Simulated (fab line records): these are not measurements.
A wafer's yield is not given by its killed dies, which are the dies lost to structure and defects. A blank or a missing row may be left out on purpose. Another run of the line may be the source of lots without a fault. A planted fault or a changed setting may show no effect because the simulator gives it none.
What tool caused it? ; flow n5Finfet ; 7 lots, 21 wafers sampled, at 7 steps of a route of 1938

## WHAT EACH GAUGE READ, for each wafer
N5_BEOL_M4_RC_MEAS_101. Usual: DIBL_N 36.9 mV/V, standard deviation 1.7; DIBL_P 36.7 mV/V, standard deviation 2.1; IOFF_N 0.17 nA/um, standard deviation 0.032; IOFF_P 0.22 nA/um, standard deviation 0.036; ION_N 674 uA/um, standard deviation 12; ION_P 461 uA/um, standard deviation 7; SS_N 71.7 mV/dec, standard deviation 0.6; SS_P 73.4 mV/dec, standard deviation 0.67; VT_N 249 mV, standard deviation 3.1; VT_P -250 mV, standard deviation 3.2.
lot;measured;on;DIBL_N (mV/V);DIBL_P (mV/V);IOFF_N (nA/um);IOFF_P (nA/um);ION_N (uA/um);ION_P (uA/um);SS_N (mV/dec);SS_P (mV/dec);VT_N (mV);VT_P (mV);flag
L849;day 9 03:32;prober-02;37.5 40.4 37.1;38.3 42.5 38.5;0.17 0.24 0.16;0.21 0.28 0.21;668 691 678;460 463 461;71.6 72.7 72.3;73.6 75.5 73.6;250 242 250;-252 -248 -251;
L856;day 10 15:55;prober-01;36.1 34.8 35.1;35.3 34.0 34.4;0.15 0.13 0.14;0.22 0.19 0.19;668 656 665;466 457 459;71.4 70.9 71.9;72.6 71.8 72.7;250 253 252;-246 -252 -249;
L857;day 11 00:52;prober-01;37.7 34.9 36.2;38.5 36.7 37.5;0.19 0.14 0.16;0.26 0.21 0.23;688 677 677;475 466 461;72.3 70.8 72.2;73.5 73.7 72.3;248 253 248;-245 -249 -246;
L855;day 11 08:37;prober-01;38.3 40.4 38.5;37.3 39.3 36.5;0.18 0.24 0.20;0.23 0.27 0.22;684 692 680;461 472 458;72.0 72.4 72.6;73.8 74.3 74.3;250 246 248;-252 -249 -250;
L858;day 11 09:40;prober-02;34.9 35.7 36.9;35.1 34.9 37.2;0.13 0.14 0.17;0.16 0.16 0.19;673 672 686;455 454 459;70.6 71.3 71.6;73.0 73.2 74.1;251 253 250;-256 -256 -251;
L863;day 12 15:16;prober-02;36.3 34.8 37.2;35.0 33.8 35.8;0.17 0.13 0.18;0.26 0.23 0.26;681 668 681;470 469 471;71.5 71.8 71.3;72.7 72.6 73.8;247 254 247;-245 -245 -245;
L868;day 14 00:20;prober-01;39.1 37.7 39.5;38.5 37.1 39.5;0.18 0.16 0.19;0.23 0.22 0.26;663 659 681;460 458 467;71.9 72.1 72.8;74.1 73.7 73.8;251 252 251;-249 -248 -247;

N5_BEOL_M14_CD_MEAS_28: target cd 284.4 nm. Usual: 284.6 nm for cdNm, sd 1.7.
lot;measured;on;cdNm (nm);flag
L849;day 12 06:13;cdSem-01;286.3 284.6 283.9;
L856;day 13 15:01;cdSem-01;285.1 288.7 284.9;
L857;day 14 17:02;cdSem-01;288.0 285.7 285.7;
L855;day 14 18:18;cdSem-03;321.0 322.7 286.4;OFF
L858;day 14 14:29;cdSem-01;322.9 284.2 283.1;OFF
L863;day 16 02:06;cdSem-03;281.3 320.9 283.7;OFF
L868;day 17 11:24;cdSem-03;283.7 281.9 284.4;

N5_BEOL_M15_RC_MEAS_101. Usual: COMB_M10 1.45e-11 S/m, standard deviation 2.9e-12; COMB_M11 1.42e-11 S/m, standard deviation 2.7e-12; COMB_M11_max_site 2e-11 S/m, standard deviation 4.4e-12; COMB_M12 6.3e-12 S/m, standard deviation 1.3e-12; COMB_M13 4.7e-12 S/m, standard deviation 9.7e-13; COMB_M14 3.6e-12 S/m, standard deviation 8.5e-13; COMB_M15 2.5e-12 S/m, standard deviation 6.5e-13; COMB_M5 3.6e-11 S/m, standard deviation 7.1e-12; COMB_M6 2.6e-11 S/m, standard deviation 5.5e-12; COMB_M7 2.4e-11 S/m, standard deviation 5.4e-12; COMB_M8 2.6e-11 S/m, standard deviation 4.7e-12; COMB_M9 1.5e-11 S/m, standard deviation 3e-12; SERP_M10 3.10 ohm/um, standard deviation 0.07; SERP_M10_max_site 3.18 ohm/um, standard deviation 0.075; SERP_M11 3.06 ohm/um, standard deviation 0.083; SERP_M12 0.635 ohm/um, standard deviation 0.016; SERP_M13 0.309 ohm/um, standard deviation 0.0072; SERP_M14 0.164 ohm/um, standard deviation 0.0046; SERP_M14_max_site 0.166 ohm/um, standard deviation 0.0047; SERP_M5 39.9 ohm/um, standard deviation 1.6; SERP_M6 14.3 ohm/um, standard deviation 0.57; SERP_M7 13.8 ohm/um, standard deviation 0.56; SERP_M8 13.9 ohm/um, standard deviation 0.46; SERP_M9 3.07 ohm/um, standard deviation 0.08.
lot;measured;on;COMB_M10 (S/m);COMB_M11 (S/m);COMB_M11_max_site (S/m);COMB_M12 (S/m);COMB_M13 (S/m);COMB_M14 (S/m);COMB_M15 (S/m);COMB_M5 (S/m);COMB_M6 (S/m);COMB_M7 (S/m);COMB_M8 (S/m);COMB_M9 (S/m);SERP_M10 (ohm/um);SERP_M10_max_site (ohm/um);SERP_M11 (ohm/um);SERP_M12 (ohm/um);SERP_M13 (ohm/um);SERP_M14 (ohm/um);SERP_M14_max_site (ohm/um);SERP_M5 (ohm/um);SERP_M6 (ohm/um);SERP_M7 (ohm/um);SERP_M8 (ohm/um);SERP_M9 (ohm/um);flag
L849;day 12 15:11;prober-01;1.16e-11 1.01e-11 1.29e-11;1.19e-11 1.26e-11 1.54e-11;2.3e-11 1.8e-11 2.6e-11;5.5e-12 8e-12 6.4e-12;2.6e-12 3.7e-12 4.2e-12;3.8e-12 2.6e-12 5.2e-12;2.4e-12 2.4e-12 2.2e-12;3e-11 2.9e-11 3.1e-11;2.1e-11 3e-11 3.4e-11;2.1e-11 2.5e-11 1.5e-11;2.4e-11 2.2e-11 1.6e-11;1.75e-11 1.32e-11 1.36e-11;3.08 3.07 3.08;3.11 3.16 3.12;3.08 3.09 3.02;0.632 0.658 0.624;0.310 0.301 0.298;0.157 0.166 0.157;0.158 0.168 0.158;41.9 39.7 41.4;14.0 15.0 15.3;14.0 13.5 13.8;14.0 13.8 13.9;3.12 3.14 3.15;
L856;day 14 03:20;prober-02;1.63e-11 1.57e-11 1.36e-11;9.9e-12 1.8e-11 1.25e-11;1.5e-11 2.5e-11 1.9e-11;5.5e-12 6e-12 5.4e-12;5e-12 4.8e-12 4.3e-12;6.3e-12 5.4e-12 4.7e-12;3.7e-12 3.3e-12 3.7e-12;3.9e-11 4.8e-11 2.8e-11;2.2e-11 2.1e-11 2e-11;2.4e-11 2.5e-11 2.1e-11;2.1e-11 1.9e-11 2.5e-11;1.41e-11 1.49e-11 1.27e-11;3.14 3.20 3.07;3.27 3.27 3.21;2.94 3.03 2.98;0.648 0.650 0.649;0.310 0.308 0.301;0.166 0.167 0.171;0.167 0.170 0.173;39.2 39.9 41.0;13.4 13.8 13.8;14.8 15.3 14.6;13.8 14.6 14.6;2.90 3.05 3.11;
L857;day 15 03:11;prober-02;1.89e-11 1.45e-11 1.41e-11;1.96e-11 1.36e-11 1.43e-11;2.5e-11 2.1e-11 2e-11;6.8e-12 5.8e-12 6.3e-12;6.2e-12 5e-12 5.1e-12;5.5e-12 3.2e-12 3.6e-12;3.5e-12 2.5e-12 2.1e-12;3.6e-11 3.2e-11 4e-11;2.4e-11 2.5e-11 2.9e-11;2.5e-11 3.2e-11 2.3e-11;2.7e-11 2.4e-11 2.9e-11;1.02e-11 1.28e-11 1.71e-11;3.03 3.16 3.04;3.09 3.23 3.13;3.05 3.15 3.08;0.602 0.614 0.639;0.312 0.295 0.304;0.158 0.156 0.166;0.159 0.158 0.168;40.3 39.4 40.7;13.7 14.5 13.7;14.0 13.5 13.2;14.1 13.6 14.3;3.12 3.01 3.06;
L855;day 15 03:51;prober-01;1.68e-11 1.25e-11 1.22e-11;1.8e-11 1.7e-11 1.88e-11;2.1e-11 2e-11 2.3e-11;6.3e-12 6.8e-12 6.3e-12;5.1e-12 5.5e-12 3.7e-12;3.7e-12 3.3e-12 3.7e-12;3.4e-12 2.1e-12 2.1e-12;2.8e-11 2.7e-11 2.2e-11;2.4e-11 2.2e-11 3.5e-11;3.2e-11 3e-11 2.1e-11;3.1e-11 3.3e-11 2.5e-11;1.14e-11 1.48e-11 1.93e-11;3.16 3.23 3.09;3.25 3.35 3.12;3.04 3.03 3.07;0.652 0.644 0.653;0.303 0.303 0.299;0.132 0.136 0.164;0.134 0.138 0.166;43.8 40.6 41.8;14.3 14.9 14.3;13.6 14.7 14.9;13.9 13.9 13.5;3.26 3.02 3.12;OFF
L858;day 14 22:31;prober-01;1.81e-11 1.77e-11 1.09e-11;1.35e-11 1.44e-11 1.48e-11;2e-11 1.7e-11 1.6e-11;7.7e-12 5.4e-12 7.1e-12;6e-12 4.6e-12 4.8e-12;2.8e-12 3.7e-12 3.5e-12;1.5e-12 1.7e-12 2.1e-12;4.1e-11 4.7e-11 4.3e-11;3.2e-11 2.4e-11 3e-11;2.6e-11 2.3e-11 2.7e-11;3.6e-11 2.8e-11 2.7e-11;9.6e-12 1.4e-11 1.63e-11;3.10 3.01 3.06;3.14 3.16 3.17;2.96 3.06 2.95;0.644 0.646 0.655;0.312 0.312 0.310;0.138 0.161 0.172;0.139 0.162 0.174;39.2 36.7 38.5;15.4 14.8 15.1;13.7 13.7 14.2;13.4 13.8 13.4;3.09 3.07 3.03;
L863;day 16 14:12;prober-02;1.2e-11 1.34e-11 1.22e-11;1.66e-11 1.54e-11 1.68e-11;2.5e-11 2.3e-11 1.9e-11;5.7e-12 6.5e-12 6.8e-12;6.4e-12 5.9e-12 5.2e-12;4.2e-12 3.9e-12 2.7e-12;2.8e-12 3.3e-12 2.8e-12;3.9e-11 4e-11 4.4e-11;2.3e-11 2.2e-11 3.1e-11;3.7e-11 2.2e-11 2.6e-11;3.6e-11 2.8e-11 2.6e-11;1.43e-11 2e-11 1.97e-11;3.10 3.00 3.16;3.15 3.06 3.22;3.27 3.01 3.05;0.663 0.664 0.656;0.302 0.309 0.311;0.166 0.136 0.168;0.167 0.137 0.169;41.2 42.2 40.0;14.6 15.2 14.4;14.7 13.7 14.9;14.4 14.3 14.4;2.81 2.84 3.04;
L868;day 18 00:25;prober-01;1.32e-11 1.2e-11 9.2e-12;1.39e-11 1.52e-11 1.29e-11;2.7e-11 2.6e-11 2.2e-11;4.7e-12 4.9e-12 7.6e-12;6.3e-12 4.3e-12 3.8e-12;3.1e-12 3.3e-12 3.2e-12;1.1e-12 2e-12 1.8e-12;3.5e-11 2.4e-11 4.5e-11;2.2e-11 3.2e-11 2.5e-11;2.1e-11 2.8e-11 2e-11;2.5e-11 2.4e-11 2.7e-11;1.19e-11 1.57e-11 1.57e-11;3.05 3.04 3.05;3.13 3.09 3.15;3.05 3.05 2.99;0.624 0.639 0.613;0.313 0.310 0.302;0.157 0.172 0.165;0.160 0.173 0.168;36.1 37.4 35.1;14.0 13.9 14.8;13.2 14.1 13.7;14.0 14.0 12.7;3.11 2.99 3.05;

## TOOL THAT RAN EACH LOT (tool first, then ch and the chambers of the sampled wafers, then the start)
lot;N5_BEOL_M13_ANNEAL_48;N5_BEOL_M13_DEP_53;N5_BEOL_M14_ILD_DEP_00;N5_BEOL_M14_EXPOSE_25
L849;rtpAnneal-01 ch 0, day 12 03:58;pecvd-01 ch 1,2, day 12 04:36;pecvd-04 ch 1,2, day 12 04:45;krfScanner-02 ch 0, day 12 06:03
L856;rtpAnneal-01 ch 0, day 13 12:41;pecvd-02 ch 1,2, day 13 13:17;pecvd-04 ch 0,1, day 13 13:25;krfScanner-02 ch 0, day 13 14:51
L857;rtpAnneal-02 ch 0, day 14 14:45;pecvd-01 ch 0,1, day 14 15:25;pecvd-04 ch 0,2, day 14 15:32;krfScanner-01 ch 0, day 14 16:52
L855;rtpAnneal-01 ch 0, day 14 15:53;pecvd-02 ch 0,1, day 14 16:32;pecvd-01 ch 0,2, day 14 16:40;krfScanner-02 ch 0, day 14 18:08
L858;rtpAnneal-01 ch 0, day 14 12:03;pecvd-03 ch 1,2, day 14 12:52;pecvd-01 ch 0,1,2, day 14 12:59;krfScanner-02 ch 0, day 14 14:18
L863;rtpAnneal-02 ch 0, day 15 23:44;pecvd-01 ch 1,2, day 16 00:20;pecvd-04 ch 1,2, day 16 00:28;krfScanner-02 ch 0, day 16 01:56
L868;rtpAnneal-02 ch 0, day 17 09:02;pecvd-03 ch 0,1,2, day 17 09:34;pecvd-04 ch 0,1,2, day 17 09:46;krfScanner-01 ch 0, day 17 11:14
- N5_BEOL_M13_ANNEAL_48: time 90 s.
- N5_BEOL_M13_DEP_53: deposits SiCN from 3MS/NH3, target thk 50 nm, time 17.8 s.
- N5_BEOL_M14_ILD_DEP_00: deposits SiO2 from TEOS/O2, target thk 1119.3 nm, time 237.4 s.
- N5_BEOL_M14_EXPOSE_25: exposes mask M14, target cd 280 nm.

## AS READ BY THE TOOLS THEMSELVES (means over the sampled wafers that have a number; for cases with no such wafer, the mark the record gives instead)
N5_BEOL_M13_ANNEAL_48. Usual: annealTempC 225.04 C, standard deviation 0.17; wafer_temp_C_max 226.0, standard deviation 0.38.
lot;tool;annealTempC (C);wafer_temp_C_max;flag
L849;rtpAnneal-01;225.04;225.8;
L856;rtpAnneal-01;224.85;225.6;
L857;rtpAnneal-02;225.09;226.3;
L855;rtpAnneal-01;225.09;225.9;
L858;rtpAnneal-01;224.97;225.8;
L863;rtpAnneal-02;224.76;226.7;
L868;rtpAnneal-02;224.92;226.7;

N5_BEOL_M13_DEP_53. Usual: showerheadPlenumPTorr 4.170 Torr, standard deviation 0.022; throttleValvePct 18.2 %, standard deviation 0.82.
lot;tool;showerheadPlenumPTorr (Torr);throttleValvePct (%);flag
L849;pecvd-01;4.201;18.6;
L856;pecvd-02;4.187;17.7;
L857;pecvd-01;4.182;19.0;
L855;pecvd-02;4.192;18.4;
L858;pecvd-03;4.157;18.1;
L863;pecvd-01;4.198;18.6;
L868;pecvd-03;4.170;18.2;

N5_BEOL_M14_ILD_DEP_00. Usual: heaterPowerW 520 W, standard deviation 91; showerheadPlenumPTorr 8.37 Torr, standard deviation 0.047; throttleValvePct 18.3 %, standard deviation 0.99.
lot;tool;heaterPowerW (W);showerheadPlenumPTorr (Torr);throttleValvePct (%);flag
L849;pecvd-04;431;8.37;17.5;
L856;pecvd-04;528;8.38;18.8;
L857;pecvd-04;461;8.35;17.3;
L855;pecvd-01;567;8.32;18.2;
L858;pecvd-01;578;8.36;18.7;
L863;pecvd-04;464;8.41;18.1;
L868;pecvd-04;489;8.38;18.0;

## THE ANSWER, worked out from the rows above alone
Rule: a lot is off if the mean of its wafers that have a number lies more than 3 standard deviations from the usual mean. Also off: a lot with no number at a reading for which 4 or more lots have one. Any other lot the step has rows for is counted as sound. Order of review: gauges by route order, followed by the tools' own readings, for which a lot's mean as printed above is used. At the first step where some lot is off, the reading lying furthest off is the one used; lots without a number count as furthest.
Off: L855, L858, L863, at N5_BEOL_M14_CD_MEAS_28 (cdNm).
A tool fits if, at a process step before that reading, it ran every lot that is off, and no sound lot after the first of them. Gauges at N5_BEOL_M14_CD_MEAS_28: tried the same way as those tools. One fits: N5_BEOL_M14_EXPOSE_25 on krfScanner-02. A fault onset in the window from L856 (day 13 14:51, its last sound lot) to L858 (day 14 14:18, its first lot off) fits.

## WHAT THE SIMULATOR HAD PUT IN
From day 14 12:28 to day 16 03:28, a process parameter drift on krfScanner-02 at N5_BEOL_M14_EXPOSE_25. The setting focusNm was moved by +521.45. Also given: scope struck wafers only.
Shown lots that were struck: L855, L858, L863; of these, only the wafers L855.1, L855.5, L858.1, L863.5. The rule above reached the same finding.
